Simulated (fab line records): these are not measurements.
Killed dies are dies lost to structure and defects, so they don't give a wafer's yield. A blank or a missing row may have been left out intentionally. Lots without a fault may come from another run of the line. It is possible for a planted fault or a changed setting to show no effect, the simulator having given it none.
fab line records ; flow nandHarc
record: lots: 13; wafers: 39; lastDay: 33
route steps=1302 shown A_STAIRCASE@813 END@1302
lots untouched by any fault: they come from a run of this same line in which no faults occurred
startH: start of the lot's first displayed wafer, in hours after the record's first day ; waitH: hours from the lot's prior step to this one ; " as in the row above ; L1.1+2: several wafers, shown together as one row ; - no value present, or no start provided ; * or withheld: withheld ; < > ~ a bound
route shown NAME@n: a module of which the file shows steps, and the number in the route of the first ; usual: mean/standard deviation taken from wafers without a fault ; same: alike in all rows ; chamber/n: place in a boat ; sites: the reading at each site ; _std_site: standard deviation across them ; _edge_site: inner sites' mean taken away from outer sites' mean ; radiusMm: for every site, how far away it sits from the centre of the wafer ; mask NAME#n: copy n ; behind: the most recent tool/chamber to have shaped the wafer ; hold: why the lot went on hold/how many hours it stayed there/how the hold came to an end ; device: transistor that didn't switch, given as n, p or np ; end of line: at the end of the route, the tests of the same wafers ; a step without rows: its recipe alone ; killed: dies lost to structure and defects at the first sort, not the wafer's yield ; map: shows each die of a wafer: x if killed, . if not, _ if none is there
set.NAME: the setting that was run; set.NAME@STEP: the one run at that earlier step ; model.NAME: the simulator's own value behind a step, which no gauge read
a sample of lots followed through the steps of the route, with each step as a table and each wafer as a row
services: the hour from which a tool's chamber was out of use, counted from the record's first day as startH (under 0 if before that day), plus the number of hours and why
== steps ==
step: NHARC_A_STAIRCASE_STRIP_295
recipe: o2FlowSccm: 500; arFlowSccm: 0; biasW: 0; chemistry: O2
usual: drypumpMotorCurrentA: 5.6/0.33; oesProductAu: 1.000/0.011; rfVppV: 57.8/0.8; showerheadPlenumPTorr: 3.57/0.12; throttleValvePct: 17.036/0.0096
same: biasW: 0
lot.wafer;tool;chamber;startH;waitH;drypumpMotorCurrentA;oesProductAu;rfHoursCounterH;rfVppV;showerheadPlenumPTorr;throttleValvePct
L650.1;rieDiel-01;0;-;-;5.4;1.005;55;57.2;3.78;17.043
L650.6;rieDiel-01;2;-;-;5.5;0.987;-;58.3;3.49;17.062
L650.5;rieDiel-01;3;-;-;6.1;1.004;-;58.0;3.74;17.040
L651.2;rieDiel-13;1;-;-;5.9;1.003;14;58.3;3.74;17.038
L651.4;rieDiel-13;2;-;-;5.6;1.009;15;58.1;3.56;17.030
L651.5;rieDiel-13;0;-;-;5.3;0.988;-;58.0;3.60;17.033
L652.1;rieDiel-06;0;-;-;5.3;1.001;27;58.0;3.40;17.025
L652.4;rieDiel-06;1;-;-;5.6;0.998;27;56.0;3.28;17.034
L652.2;rieDiel-06;2;-;-;6.3;0.982;27;57.8;3.55;17.033
L660.3;rieDiel-13;2;-;-;5.5;0.995;53;57.7;3.54;17.052
L660.6;rieDiel-13;2;-;-;5.5;1.005;-;57.0;3.54;17.019
L660.5;rieDiel-13;3;-;-;5.9;1.011;-;57.0;3.55;17.034
L662.2;rieDiel-01;2;-;-;5.5;0.992;37;56.7;3.47;17.039
L662.5;rieDiel-01;0;-;-;5.4;0.991;-;57.9;3.76;17.027
L662.6;rieDiel-01;2;-;-;5.5;0.996;-;57.4;3.47;17.056
L661.4;rieDiel-06;3;-;-;5.3;0.987;1;57.0;3.50;17.031
L661.3;rieDiel-06;2;-;-;6.3;0.996;1;56.9;3.53;17.039
L661.5;rieDiel-06;3;-;-;5.3;0.988;-;58.3;3.50;17.041
L665.4;rieDiel-01;2;-;-;5.5;1.007;48;58.1;3.47;17.038
L665.1;rieDiel-01;1;-;-;6.0;0.991;36;58.4;3.54;17.038
L665.5;rieDiel-01;3;-;-;6.1;0.988;-;58.6;3.72;17.037
L666.3;rieDiel-06;0;-;-;5.2;1.008;17;57.3;3.38;17.037
L666.2;rieDiel-06;1;-;-;5.6;0.990;17;58.7;3.80;17.034
L666.6;rieDiel-06;0;-;-;5.3;1.002;-;56.9;3.38;17.026
L667.4;rieDiel-06;2;-;-;6.3;0.995;22;57.0;3.52;17.034
L667.3;rieDiel-06;1;-;-;5.6;0.985;25;57.1;3.79;17.034
L667.5;rieDiel-06;3;-;-;5.3;0.995;-;58.1;3.49;17.020
L668.2;rieDiel-13;0;-;-;5.3;0.990;12;57.3;3.57;17.022
L668.1;rieDiel-13;1;-;-;5.9;0.991;11;58.0;3.71;17.044
L668.5;rieDiel-13;3;-;-;5.9;1.005;-;56.0;3.54;17.040
L670.2;rieDiel-06;0;-;-;5.3;1.000;32;58.0;3.37;17.034
L670.1;rieDiel-06;1;-;-;5.6;0.992;30;57.5;3.79;17.033
L670.5;rieDiel-06;3;-;-;5.3;0.991;-;57.2;3.49;17.047
L671.2;rieDiel-13;3;-;-;5.9;1.000;19;57.3;3.53;17.044
L671.4;rieDiel-13;1;-;-;5.9;1.002;21;57.1;3.70;17.036
L671.5;rieDiel-13;3;-;-;5.9;1.017;-;58.5;3.53;17.040
L673.2;rieDiel-13;2;-;-;5.6;1.004;24;57.9;3.52;17.037
L673.3;rieDiel-13;1;-;-;5.9;1.001;23;58.5;3.70;17.037
L673.6;rieDiel-13;3;-;-;5.9;1.016;-;59.7;3.53;17.037
step: NHARC_A_STAIRCASE_ALD_420
recipe: targetThkA: 200; pulseTimeS: 6; aldCycles: 200; tempC: 300; material: SiO2
usual: heaterPowerW: 486/35; precursorPulseHeightRel: 0.998/0.02
lot.wafer;tool;chamber;startH;waitH;heaterPowerW;precursorPulseHeightRel
L650.1;aldHk-01;0;397.85;-;468;0.997
L650.5;aldHk-01;3;397.85;-;517;0.999
L650.6;aldHk-01;0;397.85;-;463;0.988
L652.2;aldHk-01;2;406.84;-;509;0.967
L652.1;aldHk-01;3;406.84;-;534;0.962
L652.4;aldHk-01;0;406.84;-;476;1.025
L651.2;aldHk-02;3;406.87;0.1;415;0.975
L651.4;aldHk-02;2;406.87;0.1;471;1.031
L651.5;aldHk-02;0;406.87;0.1;507;0.996
L660.3;aldHk-01;3;501.17;-;543;1.027
L660.5;aldHk-01;1;501.17;-;465;0.968
L660.6;aldHk-01;2;501.17;-;499;0.994
L662.2;aldHk-04;2;504.95;-;528;1.000
L662.5;aldHk-04;1;504.95;-;449;1.010
L662.6;aldHk-04;2;504.95;-;515;0.997
L661.3;aldHk-02;0;511.35;-;512;1.034
L661.4;aldHk-02;1;511.35;-;506;0.995
L661.5;aldHk-02;0;511.35;-;509;0.993
L665.1;aldHk-02;1;540.42;-;506;1.004
L665.4;aldHk-02;2;540.42;-;473;0.973
L665.5;aldHk-02;0;540.42;-;518;1.007
L666.3;aldHk-02;0;550.04;-;516;0.999
L666.2;aldHk-02;2;550.04;-;477;0.996
L666.6;aldHk-02;3;550.04;-;415;1.036
L667.3;aldHk-01;0;570.86;-;478;0.996
L667.4;aldHk-01;2;570.86;-;496;0.999
L667.5;aldHk-01;0;570.86;-;474;1.025
L668.2;aldHk-02;1;575.18;-;498;0.966
L668.1;aldHk-02;3;575.18;-;412;1.028
L668.5;aldHk-02;1;575.18;-;484;1.011
L670.1;aldHk-02;0;587.07;-;512;1.004
L670.2;aldHk-02;3;587.07;-;427;1.036
L670.5;aldHk-02;1;587.07;-;489;0.990
L671.2;aldHk-01;3;608.13;-;552;0.998
L671.4;aldHk-01;0;608.13;-;483;1.010
L671.5;aldHk-01;0;608.13;-;481;0.998
L673.3;aldHk-01;1;619.44;-;456;0.999
L673.2;aldHk-01;0;619.44;-;472;0.997
L673.6;aldHk-01;2;619.44;-;503;0.966
step: NHARC_A_STAIRCASE_DEP_151
recipe: targetThkA: 72000; tempC: 400; targetThkNm: 7200; teosFlowSccm: 200; rfW: 500; material: SiO2
usual: heaterPowerW: 643/93; mfcPrecursorSccm: 200.0/0.6
lot.wafer;tool;chamber;startH;waitH;heaterPowerW;mfcPrecursorSccm
L650.1;pecvd-02;1;408.68;0.4;744;200.6
L650.6;pecvd-02;1;408.68;0.4;588;201.3
L650.5;pecvd-02;2;408.68;0.4;692;200.1
L652.2;pecvd-01;1;416.82;0.5;651;199.7
L652.1;pecvd-01;2;416.82;0.5;537;199.5
L652.4;pecvd-01;2;416.82;0.5;467;199.2
L651.2;pecvd-04;0;416.92;0.6;577;201.2
L651.5;pecvd-04;1;416.92;0.6;627;200.2
L651.4;pecvd-04;0;416.92;0.6;539;201.3
L660.3;pecvd-01;2;509.20;0.6;531;199.9
L660.6;pecvd-01;1;509.20;0.6;568;200.2
L660.5;pecvd-01;2;509.20;0.6;429;199.6
L662.2;pecvd-04;1;513.12;0.6;715;199.8
L662.6;pecvd-04;2;513.12;0.6;633;199.8
L662.5;pecvd-04;0;513.12;0.6;533;200.6
L661.3;pecvd-04;0;519.50;0.6;608;200.1
L661.4;pecvd-04;2;519.50;0.6;606;200.8
L661.5;pecvd-04;0;519.50;0.6;536;198.8
L665.1;pecvd-02;2;548.38;0.4;837;200.4
L665.4;pecvd-02;2;548.38;0.4;720;200.0
L665.5;pecvd-02;1;548.38;0.4;617;199.9
L666.2;pecvd-04;2;558.01;0.4;675;200.7
L666.3;pecvd-04;0;558.01;0.4;643;199.9
L666.6;pecvd-04;1;558.01;0.4;595;200.7
L667.3;pecvd-02;1;579.10;0.5;651;199.4
L667.4;pecvd-02;1;579.10;0.5;630;200.9
L667.5;pecvd-02;2;579.10;0.5;723;200.6
L668.2;pecvd-01;0;583.41;0.5;718;198.7
L668.1;pecvd-01;1;583.41;0.5;649;199.9
L668.5;pecvd-01;2;583.41;0.5;426;200.2
L670.1;pecvd-04;1;595.32;0.5;716;199.8
L670.2;pecvd-04;2;595.32;0.5;604;200.0
L670.5;pecvd-04;2;595.32;0.5;593;199.8
L671.2;pecvd-02;2;613.26;0.4;803;200.4
L671.5;pecvd-02;2;613.26;0.4;675;199.8
L671.4;pecvd-02;1;613.26;0.4;618;199.8
L673.2;pecvd-02;2;627.55;0.4;791;200.2
L673.3;pecvd-02;0;627.55;0.4;842;200.5
L673.6;pecvd-02;1;627.55;0.4;628;199.8
step: NHARC_A_STAIRCASE_DEP_325
recipe: targetThkA: 72000; tempC: 400; targetThkNm: 7200; teosFlowSccm: 200; rfW: 500; material: SiO2
usual: heaterPowerW: 649/100; mfcPrecursorSccm: 200.0/0.63
lot.wafer;tool;chamber;startH;waitH;heaterPowerW;mfcPrecursorSccm
L650.1;pecvd-01;1;431.24;0.1;663;200.0
L650.6;pecvd-01;2;431.24;0.1;460;199.9
L650.5;pecvd-01;0;431.24;0.1;594;199.3
L652.2;pecvd-04;1;431.24;0.1;769;201.2
L652.1;pecvd-04;2;431.24;0.1;708;200.0
L652.4;pecvd-04;2;431.24;0.1;560;198.5
L651.2;pecvd-02;2;431.33;0.2;871;198.8
L651.5;pecvd-02;1;431.33;0.2;618;200.1
L651.4;pecvd-02;2;431.33;0.2;740;199.8
L662.2;pecvd-01;1;529.36;0.3;736;198.9
L662.5;pecvd-01;2;529.36;0.3;440;201.2
L662.6;pecvd-01;0;529.36;0.3;632;199.4
L660.3;pecvd-02;0;529.36;0.3;787;222.3
L660.5;pecvd-02;1;529.36;0.3;629;221.2
L660.6;pecvd-02;2;529.36;0.3;715;221.2
L661.3;pecvd-02;2;535.65;0.3;863;221.1
L661.4;pecvd-02;2;535.65;0.3;719;221.8
L661.5;pecvd-02;0;535.65;0.3;654;220.9
L665.1;pecvd-04;0;563.43;0.2;633;201.4
L665.5;pecvd-04;2;563.43;0.2;593;199.4
L665.4;pecvd-04;1;563.43;0.2;612;199.9
L666.2;pecvd-04;1;574.52;0.1;710;199.0
L666.3;pecvd-04;0;574.52;0.1;642;199.2
L666.6;pecvd-04;1;574.52;0.1;589;199.4
L668.1;pecvd-04;0;597.59;0.1;629;200.2
L668.2;pecvd-04;1;597.59;0.1;669;199.7
L668.5;pecvd-04;0;597.59;0.1;540;200.3
L667.3;pecvd-01;0;598.16;0.6;803;199.9
L667.5;pecvd-01;0;598.16;0.6;633;199.7
L667.4;pecvd-01;1;598.16;0.6;601;199.8
L670.2;pecvd-02;2;611.71;0.2;745;200.3
L670.1;pecvd-02;0;611.71;0.2;745;199.8
L670.5;pecvd-02;0;611.71;0.2;682;199.6
L671.2;pecvd-02;0;628.37;0.1;761;199.6
L671.5;pecvd-02;0;628.37;0.1;688;200.0
L671.4;pecvd-02;1;628.37;0.1;623;199.3
L673.2;pecvd-02;2;645.31;0.1;841;200.5
L673.3;pecvd-02;0;645.31;0.1;780;199.7
L673.6;pecvd-02;0;645.31;0.1;674;198.9
step: NHARC_END_SORT_01
recipe: tempC: 25
usual: killedAtArray: 55/19; killedAtOther: 0.8/1.1; killedAtPeriphery: 4.0/2.6; killedDies: 60/20; killedOpen: 3.4/1.7; killedShort: 2.6/1.5
same: grossDies: 677
lot.wafer;tool;chamber;startH;waitH;killedAtArray;killedAtOther;killedAtPeriphery;killedDies;killedOpen;killedShort
L662.5;prober-01;0;677.79;3.7;44;2;3;49;2;3
L661.3;prober-02;0;684.07;3.1;45;4;5;54;3;4
L661.4;prober-02;0;684.86;3.4;46;5;2;53;2;4
L661.5;prober-02;0;685.65;3.6;37;3;2;42;0;1
L666.2;prober-02;0;715.93;2.8;58;5;5;68;4;1
L666.3;prober-02;0;716.73;3.1;62;3;12;77;4;1
L666.6;prober-02;0;719.12;4.0;53;2;7;62;5;1
L667.3;prober-02;0;741.19;3.1;77;0;11;88;2;3
L667.4;prober-02;0;741.99;3.4;103;1;9;113;2;4
L667.5;prober-02;0;742.78;3.7;96;0;7;103;2;3
killed by level:class
L662.5 A_SLIT:chamberFilmFlake=31 A_CHANNEL_HOLE_D1:chamberFilmFlake=4 A_STAIRCASE:chamberFilmFlake=3 THIN_TSV:chamberFilmFlake=2 P_GATE:geometricParticle:open=1 P_M0:geometricParticle:short=1 A_DECK1_JOINT:geometricParticle:open=1 A_ONON_D2:geometricParticle:short=1
L661.3 A_CHANNEL_HOLE_D2:chamberFilmFlake=19 A_CHANNEL_HOLE_D1:chamberFilmFlake=8 A_STAIRCASE:chamberFilmFlake=4 THIN_TSV:chamberFilmFlake=4 A_DECK1_JOINT:chamberFilmFlake=3 A_SLIT:chamberFilmFlake=3 A_CHANNEL_FILL_D1:geometricParticle:short=2 A_CONTACT:chamberFilmFlake=2
L661.4 A_CHANNEL_HOLE_D2:chamberFilmFlake=18 A_STAIRCASE:chamberFilmFlake=6 A_M1:chamberFilmFlake=5 THIN_TSV:chamberFilmFlake=5 A_CHANNEL_HOLE_D1:chamberFilmFlake=4 A_SLIT:chamberFilmFlake=3 A_CONTACT:chamberFilmFlake=3 A_CONTACT:geometricParticle:short=2
L661.5 A_CHANNEL_HOLE_D2:chamberFilmFlake=15 A_CHANNEL_HOLE_D1:chamberFilmFlake=7 A_STAIRCASE:chamberFilmFlake=4 A_SLIT:chamberFilmFlake=3 A_CONTACT:chamberFilmFlake=3 THIN_TSV:chamberFilmFlake=3 A_M1:chamberFilmFlake=2 A_M0:geometricParticle:short=1
L666.2 A_SLIT:chamberFilmFlake=29 A_CHANNEL_HOLE_D1:chamberFilmFlake=10 A_BONDPAD:chamberFilmFlake=7 THIN_TSV:chamberFilmFlake=5 P_STI:chamberFilmFlake=2 A_CHANNEL_HOLE_D2:chamberFilmFlake=2 A_CONTACT:chamberFilmFlake=2 P_GATE:geometricParticle:open=1
L666.3 A_SLIT:chamberFilmFlake=34 A_CHANNEL_HOLE_D1:chamberFilmFlake=9 A_BONDPAD:chamberFilmFlake=8 P_STI:chamberFilmFlake=6 A_CONTACT:chamberFilmFlake=4 THIN_TSV:chamberFilmFlake=3 P_M0:geometricParticle:open=2 P_GATE:chamberFilmFlake=2
L666.6 A_SLIT:chamberFilmFlake=22 A_CHANNEL_HOLE_D1:chamberFilmFlake=8 A_CHANNEL_HOLE_D2:chamberFilmFlake=7 A_CONTACT:chamberFilmFlake=7 P_STI:chamberFilmFlake=3 A_CHANNEL_FILL_D2:geometricParticle:open=2 P_GATE:chamberFilmFlake=2 P_BONDPAD:chamberFilmFlake=2
L667.3 A_CHANNEL_HOLE_D1:chamberFilmFlake=33 A_CHANNEL_HOLE_D2:chamberFilmFlake=18 A_SLIT:chamberFilmFlake=15 P_M2:chamberFilmFlake=6 P_GATE:chamberFilmFlake=3 A_STAIRCASE:chamberFilmFlake=2 A_CONTACT:chamberFilmFlake=2 A_ONON_D1:geometricParticle:open=1
L667.4 A_CHANNEL_HOLE_D1:chamberFilmFlake=30 A_SLIT:chamberFilmFlake=28 A_CHANNEL_HOLE_D2:chamberFilmFlake=20 A_CONTACT:chamberFilmFlake=11 P_GATE:chamberFilmFlake=6 A_STAIRCASE:chamberFilmFlake=4 A_SGD_CUT:chamberFilmFlake=4 A_WL_FILL:chamberFilmFlake=2
L667.5 A_CHANNEL_HOLE_D1:chamberFilmFlake=28 A_SLIT:chamberFilmFlake=27 A_CHANNEL_HOLE_D2:chamberFilmFlake=20 A_CONTACT:chamberFilmFlake=12 A_STAIRCASE:chamberFilmFlake=3 P_M2:chamberFilmFlake=2 A_SGD_CUT:chamberFilmFlake=2 P_CONTACT:geometricParticle:open=1
== services ==
tool;chamber;startH;hours;kind
pecvd-02;-;363.02;1.0;repair
rieDiel-06;1;370.89;3.9;repair
pecvd-01;2;385.84;4.8;repair
rieDiel-06;-;389.19;0.8;repair
pecvd-02;-;397.18;0.7;repair
rieDiel-06;2;401.85;4.8;repair
pecvd-02;-;409.62;13.0;pm
rieDiel-06;0;429.63;4.8;repair
pecvd-04;-;450.12;13.0;pm
pecvd-01;0;453.72;6.8;repair
aldHk-01;-;458.13;0.7;repair
aldHk-02;-;460.87;2.7;repair
aldHk-01;-;475.23;10.0;pm
pecvd-04;-;480.12;1.9;repair
rieDiel-06;-;484.70;9.0;pm
pecvd-02;2;490.44;13.5;repair
pecvd-01;-;492.45;13.0;pm
rieDiel-13;-;519.00;9.0;pm
aldHk-01;-;519.69;1.5;repair
rieDiel-13;3;571.34;4.3;repair
rieDiel-13;0;583.55;8.3;repair
rieDiel-06;-;588.48;2.4;repair
pecvd-02;-;590.62;13.0;pm
pecvd-04;-;631.12;13.0;pm
== key ==
firstSign: step: NHARC_A_STAIRCASE_DEP_325; reading: mfcPrecursorSccm; direction: up; sigmas: 34; usual: 200.0; struck: 221.4
effect none on later readings
metAt NHARC_A_STAIRCASE_DEP_325
struckLots L660,L661
testerLeftOut L660,L661
notActingAt NHARC_A_STAIRCASE_STRIP_295,NHARC_A_STAIRCASE_ALD_420,NHARC_A_STAIRCASE_DEP_151
onsetBetween 431.33 529.36
fault: kind: processParameterDrift; tool: pecvd-02; chamber: -; onsetH: 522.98; steps: NHARC_A_STAIRCASE_DEP_325; channel: teosFlowSccm; offset: *; shape: step; endH: 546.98; actsIn: *; stated: *
testerLeftOut: of these lots the tester's yield and bins aren't shown, on N5 and GAA mostly nor the transistor test; their killed dies are dies lost to structure and defects alone, not to doping, threshold or leakage, so they don't give the yield
